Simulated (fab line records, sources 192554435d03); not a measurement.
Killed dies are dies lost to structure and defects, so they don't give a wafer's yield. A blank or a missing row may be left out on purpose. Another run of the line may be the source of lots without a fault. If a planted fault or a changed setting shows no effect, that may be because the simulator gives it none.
Struck lot and sound lot, side by side ; flow n5 finfet ; 40 steps out of a route of 1938
Sound: the wafers L770.3, L770.4, L770.6. Struck: wafer L755.1 (L755.2, L755.4, from the same lot, were not struck and are left out); the cause is given at the end.
Each step with rows lists, per side, the tool, then ch with its chambers, then its first start. Under that, the readings that differ: sound wafers ; struck wafers ; difference of the means ; sigmas: that difference in standard deviations of wafers without a fault.
alike: readings with means less than 2 such deviations apart, plus words and numbers identical on both sides. not compared: withheld readings, readings lacking a value on some wafer, bounds such as >300 that could conceal the same value, and numbers that have no deviation in the record and whose values overlap.
A row with sigmas, a row that says differs or no value, or rows on one side alone: a step with any of these is where the two part. When numbers do not overlap yet have no deviation, they are printed without sigmas and do not part them. A reading missing from all wafers of one side parts the sides only when that side holds two or more wafers.

first, 8 steps without rows for these wafers: N5_BEOL_M5_CURE_80 (cures SiCOH lowk, time 120 s); N5_BEOL_M5_DEGAS_44 (time 60 s); N5_BEOL_M5_PRE_CLEAN_45 (time 30 s); N5_BEOL_M5_ALD_86 (deposits TaN, pulse time 2 s, purge time 3 s, co reactant purge time 2 s); N5_BEOL_M5_SURFACE_TREAT_87; N5_BEOL_M5_CVD_47 (deposits Co from CCTBA/H2, target thk 3 nm, time 216 s); N5_BEOL_M5_SPUTTER_48 (material Cu, target thk 15 nm, time 27.62 s); N5_BEOL_M5_ANNEAL_49 (time 1800 s).
N5_BEOL_M5_SPUTTER_81: material Cu, target thk 15 nm, time 27.62 s.
  sound on pvd sputter-02 at day 16 18:42; struck on pvd sputter-03 at day 14 08:01
  alike: throttle valve pct
N5_BEOL_M5_ANNEAL_82: time 1800 s.
  sound on pvd sputter-02 at day 16 18:47; struck on pvd sputter-03 at day 14 08:06
  alike: heater power w
then, 2 steps without rows for these wafers: N5_BEOL_M5_SPUTTER_83 (material Cu, target thk 15 nm, time 27.62 s); N5_BEOL_M5_ANNEAL_84 (time 1800 s).
N5_BEOL_M5_SPUTTER_88: material Cu, target thk 15 nm, time 27.62 s.
  sound on pvd sputter-02 at day 16 20:52; struck on pvd sputter-03 at day 14 10:11
  alike: throttle valve pct
then, 1 step without rows for these wafers: N5_BEOL_M5_ANNEAL_89 (time 1800 s).
N5_BEOL_M5_SPUTTER_90: material Cu, target thk 4.5 nm, time 8.29 s.
  sound on pvd sputter-02 at day 16 21:58; struck on pvd sputter-03 at day 14 11:17
  alike: throttle valve pct
then, 6 steps without rows for these wafers: N5_BEOL_M5_ECD_50 (material Cu, target thk 300 nm); N5_BEOL_M5_ANNEAL_51 (time 90 s); N5_BEOL_M5_CMP_52 (polishes, stops on SiCOH lowk, t overpolish 6.9 s, target thk 62 nm); N5_BEOL_M5_PRE_CLEAN_77 (time 15 s); N5_BEOL_M5_CO_CAP_78 (material Co, precursor CCTBA/H2, target thk 2 nm, time 102.1 s); N5_BEOL_M5_PRE_CLEAN_55 (time 15 s).
N5_BEOL_M5_DEP_56: deposits SiCN from 3MS/NH3, target thk 8 nm, time 14 s.
  sound on pecvd-01 ch 1,2, day 16 22:56; struck on pecvd-03 ch 0, day 14 12:22
  alike: showerhead plenum p Torr, throttle valve pct
N5_BEOL_M5_RS_MEAS_57: uses a four-point probe to measure.
  sound on film metro-01 at day 16 23:01; struck on film metro-02 at day 14 12:26
  alike: M5_RS
then, 2 steps without rows for these wafers: N5_BEOL_M6_ILD_DEP_00 (deposits SiCOH lowk from DEMS/porogen, target thk 179.75 nm, time 33.4 s); N5_BEOL_M6_CURE_74 (cures SiCOH lowk, time 240 s).
N5_BEOL_M6_THK_MEAS_01:
  sound on film metro-01 at day 16 23:39; struck on film metro-02 at day 14 13:24
  alike: M6_ILD_THK
then, 1 step without rows for these wafers: N5_BEOL_M6_PECVD_70 (deposits SiO2 from TEOS/O2, target thk 20 nm, time 22.7 s).
N5_BEOL_M6_HM_DEP_02: deposits TiN, target thk 20 nm.
  sound on pvd sputter-03 at day 17 00:35; struck on pvd sputter-03 at day 14 14:01
  alike: throttle valve pct
then, 8 steps without rows for these wafers: N5_BEOL_M6_COAT_59 (time 60 s, resist thk 100 nm); N5_BEOL_M6_COAT_60 (time 60 s, resist thk 35 nm); N5_BEOL_M6_COAT_05 (resist thk 90 nm); N5_BEOL_M6_EBR_07; N5_BEOL_M6_SOFTBAKE_06 (time 60 s); N5_BEOL_M6_EXPOSE_08 (exposes mask M6); N5_BEOL_M6_PEB_09 (peb time 60 s); N5_BEOL_M6_DEVELOP_10 (develop time 30 s).
N5_BEOL_M6_CD_MEAS_11: the cd target is 38.5 nm.
  sound on cd sem-03 ch 0, day 17 01:05; struck on cd sem-03 ch 0, day 14 14:31
  alike: cd nm
N5_BEOL_M6_OVL_MEAS_12:
  sound on overlay-02 ch 0, day 17 01:07; struck on overlay-01 ch 0, day 14 14:33
  alike: M6_OVL
then, 1 step without rows for these wafers: N5_BEOL_M6_DESCUM_16 (chemistry O2, time 7.9 s).
-- here the record skips 4 days between the struck wafers' starts before and after, leaving off in module BEOL_M6 and picking up in module PASSIVATION (first step shown: number 1936 of the route) --
N5_PASSIVATION_PROBE_49:
  sound on prober-02 at day 20 23:08; struck on prober-02 at day 18 22:13
reading;sound;struck;difference;sigmas
defect limited yield (%);92.1 91.9 90.7;83.2;-8.4;-5
killed_at_M4_up;9 9 9;101;+92;+16
killed at other;0 2 4;9;+7;+2
killed dies;93 96 110;198;+98;+5
killed on rim;17 21 13;31;+14;+3
sort_bin_4_leakage (%);0 0 0;0.25;+0.25;+5
sort_bin_5_function (%);4.9 4.6 5.6;10.8;+5.8;+6
sort n pass;1087 1084 1070;979;-101;-5
sort yield pct (%);92.1 91.9 90.7;83.0;-8.6;-5
  alike: killed_at_M0_to_M3, killed at contacts, killed at front end, killed open, killed short, sort_bin_6_memory

WHERE THEY PART
N5_PASSIVATION_PROBE_49 only, going by this record.

WHY: whatever the simulator had introduced
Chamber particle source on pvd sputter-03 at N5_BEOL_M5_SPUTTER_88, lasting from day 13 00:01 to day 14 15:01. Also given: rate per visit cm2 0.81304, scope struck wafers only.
